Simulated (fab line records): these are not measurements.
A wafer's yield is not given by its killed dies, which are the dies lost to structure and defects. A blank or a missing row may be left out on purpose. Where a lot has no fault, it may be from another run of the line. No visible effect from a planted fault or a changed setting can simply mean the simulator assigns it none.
A lot that was struck, set against a sound lot | flow nand_harc | 26 steps out of a route of 1159
Sound: wafers L748.4, L748.5, L748.6. Wafers L753.1, L753.3, L753.5 were the ones struck. Last of all comes the cause.
At each step with rows: each side's tool, then ch and its chambers, then its first start. Under that, the readings that differ: sound wafers | struck wafers | difference of the means | sigmas: that difference in standard deviations of wafers without a fault.
alike: readings whose means differ by less than 2 such deviations, and words and numbers that are the same on both sides. not compared: withheld readings, readings that some wafer has no value for, bounds like >300 that may hide the same value, and numbers for which the record gives no deviation and whose values overlap.
The two part at a step that has a row with sigmas, a row that says differs or no value, or rows on one side only. Numbers that don't overlap but have no deviation are shown without sigmas and don't part them. Lack of a reading on every wafer of one side parts them only where that side has two or more wafers.

first, 6 steps without rows for these wafers: NHARC_A_ONON_D1_DEP_00 (target thk 1000 nm); NHARC_A_ONON_D1_DEP_03 (target thk 1000 nm); NHARC_A_ONON_D1_DEP_06 (target thk 1000 nm); NHARC_A_ONON_D1_DEP_09 (target thk 1000 nm); NHARC_A_ONON_D1_DEP_12 (target thk 1000 nm); NHARC_A_ONON_D1_ANNEAL_15 (time 3600 s).
NHARC_A_ONON_D1_DEP_16: target thk 1000 nm.
  sound on pecvd_onon-01 ch 0, day 11 23:33; struck on pecvd_onon-02 ch 0, day 13 03:23
  alike: sih4_flow_sccm, susceptor_temp_C
then, 18 steps without rows for these wafers: NHARC_A_ONON_D1_DEP_19 (target thk 1000 nm); NHARC_A_ONON_D1_DEP_22 (target thk 1000 nm); NHARC_A_ONON_D1_DEP_25 (target thk 1000 nm); NHARC_A_ONON_D1_DEP_28 (target thk 1000 nm); NHARC_A_ONON_D1_DEP_33 (deposits SiO2, target thk 200 nm); NHARC_A_CHANNEL_HOLE_D1_DEP_00 (deposits aC, target thk 3100 nm); NHARC_A_CHANNEL_HOLE_D1_DEP_01 (deposits SiON, target thk 140 nm); NHARC_A_CHANNEL_HOLE_D1_DEHYDRATE_02 (time 120 s); NHARC_A_CHANNEL_HOLE_D1_HMDS_03 (time 30 s); NHARC_A_CHANNEL_HOLE_D1_COAT_36 (time 75 s); NHARC_A_CHANNEL_HOLE_D1_COAT_37 (time 65 s); NHARC_A_CHANNEL_HOLE_D1_COAT_04 (resist thk 90 nm); NHARC_A_CHANNEL_HOLE_D1_SOFTBAKE_05 (time 55 s); NHARC_A_CHANNEL_HOLE_D1_EBR_06; NHARC_A_CHANNEL_HOLE_D1_EXPOSE_07 (exposes mask HOLE D1, target cd 100 nm); NHARC_A_CHANNEL_HOLE_D1_PEB_08 (peb time 65 s); NHARC_A_CHANNEL_HOLE_D1_DEVELOP_09 (develop time 35 s); NHARC_A_CHANNEL_HOLE_D1_DESCUM_15 (chemistry O2, time 3 s).
-- record jumps: 12 days between struck wafers' starts before vs after; left off in module A_CHANNEL_HOLE_D1, resumes in module END, first step shown is number 1159 of the route --
NHARC_END_SORT_01:
  at this point the record logs the struck wafers (prober-01 ch 0, day 24 19:26) and has no rows for the sound ones

## WHERE THEY PART
NHARC_END_SORT_01 only, going by this record.

WHY: what had been put in by the simulator
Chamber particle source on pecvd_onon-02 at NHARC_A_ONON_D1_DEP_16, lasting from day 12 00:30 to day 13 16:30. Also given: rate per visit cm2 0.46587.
